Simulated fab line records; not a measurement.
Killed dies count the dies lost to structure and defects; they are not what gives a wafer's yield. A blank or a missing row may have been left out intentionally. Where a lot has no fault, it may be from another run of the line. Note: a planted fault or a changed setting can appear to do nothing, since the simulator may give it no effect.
A single fault, viewed from 2 desks	flow nand-harc	each desk has only its own numbers; what lay behind them comes last

## FROM THE METROLOGY DESK
Means of the sampled wafers that have a number, per lot and without regard to the tool the lot ran on: this is what the gauges read. A lot is out of limits, marked OUT, if its mean lies more than 4 standard deviations from the usual mean; the brackets give that distance.
Columns: A = thk-nm at NHARC_A_BONDPAD_THK_MEAS_20, usual 169.8 nm
lot	first seen here	A
L369	day 23 16:58	169.9
L373	day 24 11:28	169.6
L374	day 24 20:42	169.5
L372	day 24 21:45	168.1
L379	day 26 22:49	168.5
L385	day 30 09:10	168.4
L386	day 30 10:00	170.2
L387	day 30 16:10	170.3
L389	day 31 00:29	170.0
L391	day 32 00:40	168.1
L390	day 32 02:19	171.8
L392	day 33 06:53	169.7
This desk's verdict: no lot among the 12 shows anything out of limits.

## AT THE TOOL OWNER'S DESK: rie-diel-08
The tool's own readings at NHARC_A_CONTACT_ETCH_92 (etches the open film in CH3F/O2, target depth 40 nm, time 85.7 s): means of the sampled wafers that have a number, for each lot that ran on this tool. A lot is out of limits, marked OUT, if its mean lies more than 4 standard deviations from the usual mean; the brackets give that distance.
Columns: A = bias-w at NHARC_A_CONTACT_ETCH_92, usual 100.0 W; B = ch3f-flow-sccm at NHARC_A_CONTACT_ETCH_92, usual 49.97 sccm; C = drypump-motor-current-A at NHARC_A_CONTACT_ETCH_92, usual 5.8 A; D = oes-product-au at NHARC_A_CONTACT_ETCH_92, usual 0.94 a.u.; E = rf-vpp-V at NHARC_A_CONTACT_ETCH_92, usual 244.6 V; F = showerhead-plenum-p-Torr at NHARC_A_CONTACT_ETCH_92, usual 2.48 Torr; G = throttle-valve-pct at NHARC_A_CONTACT_ETCH_92, usual 20.663 %
lot	first seen here	A	B	C	D	E	F	G
L369	day 22 21:16	100.0	50.00	5.7	0.93	243.1	2.42	20.671
L379	day 26 03:52	100.0	49.76	5.9	0.93	245.3	2.50	20.659
L387	day 29 22:02	100.1	49.94	5.7	1.00	243.2	2.41	20.673
L392	day 32 11:25	99.7	50.09	6.0	0.93	244.4	2.41	20.665
This desk's verdict: no lot among the 4 shows anything out of limits.

## ALL TOGETHER
Metrology desk: nothing out of limits seen.
The tool owner's desk saw nothing out of limits.

## WHAT WAS PUT IN BY THE SIMULATOR
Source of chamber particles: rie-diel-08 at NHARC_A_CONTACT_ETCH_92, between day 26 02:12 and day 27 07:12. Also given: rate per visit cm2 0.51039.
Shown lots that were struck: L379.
